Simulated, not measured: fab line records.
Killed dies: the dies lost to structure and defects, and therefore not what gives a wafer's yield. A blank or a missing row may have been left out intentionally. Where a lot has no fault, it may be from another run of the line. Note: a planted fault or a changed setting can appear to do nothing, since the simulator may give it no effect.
Which tool is to blame? | flow n5 finfet | 17 wafers from 6 lots sampled at 4 of the route's 1938 steps

WHAT THE GAUGES READ, wafer by wafer
N5_SD_EPI_P_CD_MEAS_09: the cd target is 240 nm.
lot  | measured    | on        | cd nm (nm)
L601 | day 3 18:26 | cd sem-02 | 239.8 240.5 239.1
L609 | day 5 22:05 | cd sem-01 | 239.8 240.9
L611 | day 6 08:46 | cd sem-02 | 240.5 241.4 241.6
L613 | day 6 19:01 | cd sem-02 | 240.4 240.5 240.9
L616 | day 7 12:28 | cd sem-03 | 239.4 239.9 239.8
L622 | day 9 00:01 | cd sem-01 | 240.1 241.6 240.0

WHICH TOOL RAN EACH LOT (tool, then ch and the chambers of the sampled wafers, then the start)
lot  | N5_DUMMY_GATE_ETCH_37             | N5_DUMMY_GATE_ETCH_32           | N5_SD_EPI_P_COAT_34
L601 | rie diel-01 ch 0,3, day 3 11:41   | rie si-01 ch 0,1,2, day 3 12:18 | litho track-04 ch 0, day 3 18:04
L609 | rie diel-05 ch 0,3, day 5 15:13   | rie si-05 ch 0,3, day 5 15:44   | litho track-05 ch 0, day 5 21:43
L611 | rie diel-01 ch 1,2,3, day 6 01:23 | rie si-05 ch 0,2,3, day 6 02:07 | litho track-05 ch 0, day 6 08:23
L613 | rie diel-01 ch 0,1,3, day 6 12:23 | rie si-05 ch 0,1,2, day 6 13:05 | litho track-03 ch 0, day 6 18:46
L616 | rie diel-04 ch 0,2,3, day 7 04:55 | rie si-01 ch 0,1, day 7 05:38   | litho track-05 ch 0, day 7 12:14
L622 | rie diel-04 ch 0,3, day 8 16:29   | rie si-05 ch 0,1,3, day 8 17:01 | litho track-03 ch 0, day 8 23:38
- N5_DUMMY_GATE_ETCH_37: etches SOC in N2/H2, target depth 60 nm, overetch 30 nm.
- N5_DUMMY_GATE_ETCH_32: etches SiO2 in CF4, target depth 3.5 nm, time 3.9 s.
- N5_SD_EPI_P_COAT_34: time 60 s, resist thk 350 nm.

THE ANSWER, worked out from the rows above alone
Rule: what is usual is taken from the lots themselves. Put in order of their means at a reading, lots are off if they are a third of the lots or fewer, leave a main group of 4 or more, and stand apart from it by a gap of 3 or more times the standard deviation of the main group's means; of several such gaps the widest counts. A main group whose means are all the same, to the digits that the tables above print for the reading, isn't used. Also off: a lot with no number at a reading for which 4 or more lots have one. Where the step has rows for the other lots, those lots are counted as sound.
No lot is off at any reading shown: from this, nothing can be told.

WHAT HAD BEEN PUT IN BY THE SIMULATOR
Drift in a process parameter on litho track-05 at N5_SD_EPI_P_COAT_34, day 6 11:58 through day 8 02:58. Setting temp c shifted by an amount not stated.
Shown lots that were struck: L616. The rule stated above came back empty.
